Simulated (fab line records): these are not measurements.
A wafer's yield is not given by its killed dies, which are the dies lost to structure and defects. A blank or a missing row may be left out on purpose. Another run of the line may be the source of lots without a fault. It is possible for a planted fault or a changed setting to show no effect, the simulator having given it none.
Comparing a struck lot with a sound one -- flow nand-harc -- 15 out of 1302 route steps
Sound: wafers L761.2, L761.4, L761.5. Struck: wafers L769.3, L769.4 (left out: L769.6, a lot-mate that was not struck); the cause follows at the end.
At each step with rows: each side's tool, then ch and its chambers, then its first start. Under that, the readings that differ: sound wafers -- struck wafers -- difference of the means -- sigmas: that difference in standard deviations of wafers without a fault.
alike: readings whose means differ by less than 2 such deviations, and words and numbers that are the same on both sides. not compared: withheld readings, readings that some wafer has no value for, bounds like >300 that may hide the same value, and numbers for which the record gives no deviation and whose values overlap.
The two part at a step that has a row with sigmas, a row that says differs or no value, or rows on one side only. Numbers that have no deviation but don't overlap get no sigmas and don't part them. A reading that every wafer of one side lacks parts them only if that side has two wafers or more.

first, 3 steps without rows for these wafers: NHARC_THIN_TSV_EXPOSE_09 (exposes mask TSV); NHARC_THIN_TSV_PEB_10 (peb time 85 s); NHARC_THIN_TSV_DEVELOP_11 (time 70 s).
NHARC_THIN_TSV_CD_MEAS_12 targets a cd of 1000 nm.
  sound on cd-sem-03 ch 0, day 24 21:52; struck on cd-sem-01 ch 0, day 31 12:31
  alike: cd-nm
then, 1 step without rows for these wafers: NHARC_THIN_TSV_HARDBAKE_13 (time 80 s).
NHARC_THIN_TSV_DESCUM_14: chemistry O2, time 3 s.
  sound on rie-diel-09 ch 0,2, day 24 22:02; struck on rie-diel-08 ch 1,3, day 31 12:41
  alike: drypump-motor-current-A, oes-product-au, rf-vpp-V, showerhead-plenum-p-Torr, throttle-valve-pct
  not compared: rf-hours-counter-h
NHARC_THIN_TSV_ETCH_44: etches the open film in CF4/O2, target depth 1594.2 nm, time 797.1 s.
  sound on rie-diel-09 ch 0,1,2, day 24 22:07; struck on rie-diel-08 ch 2,3, day 31 12:52
  alike: drypump-motor-current-A, oes-product-au, rf-vpp-V, showerhead-plenum-p-Torr, throttle-valve-pct
  not compared: rf-hours-counter-h
NHARC_THIN_TSV_ETCH_15: target depth 3000 nm, bosch target overetch cycles 2, bosch etch step 2.8 s.
  sound on rie-si-02 ch 0,2,3, day 24 22:41; struck on rie-si-06 ch 1,3, day 31 13:22
  alike: drypump-motor-current-A
  not compared: rf-hours-counter-h
NHARC_THIN_TSV_CD_MEAS_16:
  sound: cd-sem-01 at day 24 22:52; struck: cd-sem-02 at day 31 13:30
  alike: cd-nm
then, 2 steps without rows for these wafers: NHARC_THIN_TSV_STRIP_45 (strips in O2); NHARC_THIN_TSV_STRIP_46 (strips in post etch residue remover, time 1200 s).
NHARC_THIN_TSV_DEP_47: deposits SiO2, target thk 200 nm.
  sound on pecvd-04 ch 1,2, day 24 23:49; struck on pecvd-02 ch 0,2, day 31 14:28
  alike: throttle-valve-pct
NHARC_THIN_TSV_ETCHBACK_48: etches the open film in C4F8/Ar, target depth 1028.5 nm, time 405.17 s.
  sound on rie-diel-09 ch 1,2, day 25 00:10; struck on rie-diel-09 ch 2,3, day 31 14:47
reading,sound,struck,difference,sigmas
over-etch-frac,0.3 0.3 0.3,0.26894 0.26894,-0.03106,
  alike: oes-product-au, rf-vpp-V
  not compared: rf-hours-counter-h
NHARC_THIN_TSV_STRIP_62: strips in N2/H2, time 20 s.
  sound on plasma-asher-01 ch 0,1, day 25 00:29; struck on plasma-asher-01 ch 0,1, day 31 15:11
  alike: drypump-motor-current-A, heater-power-w
  not compared: rf-hours-counter-h
NHARC_END_SORT_01:
  the record has rows for the sound wafers here (prober-01 ch 0, day 25 16:59) and none for the struck ones

## WHERE THEY PART
NHARC_END_SORT_01 only, going by this record.

WHY: the cause the simulator had injected
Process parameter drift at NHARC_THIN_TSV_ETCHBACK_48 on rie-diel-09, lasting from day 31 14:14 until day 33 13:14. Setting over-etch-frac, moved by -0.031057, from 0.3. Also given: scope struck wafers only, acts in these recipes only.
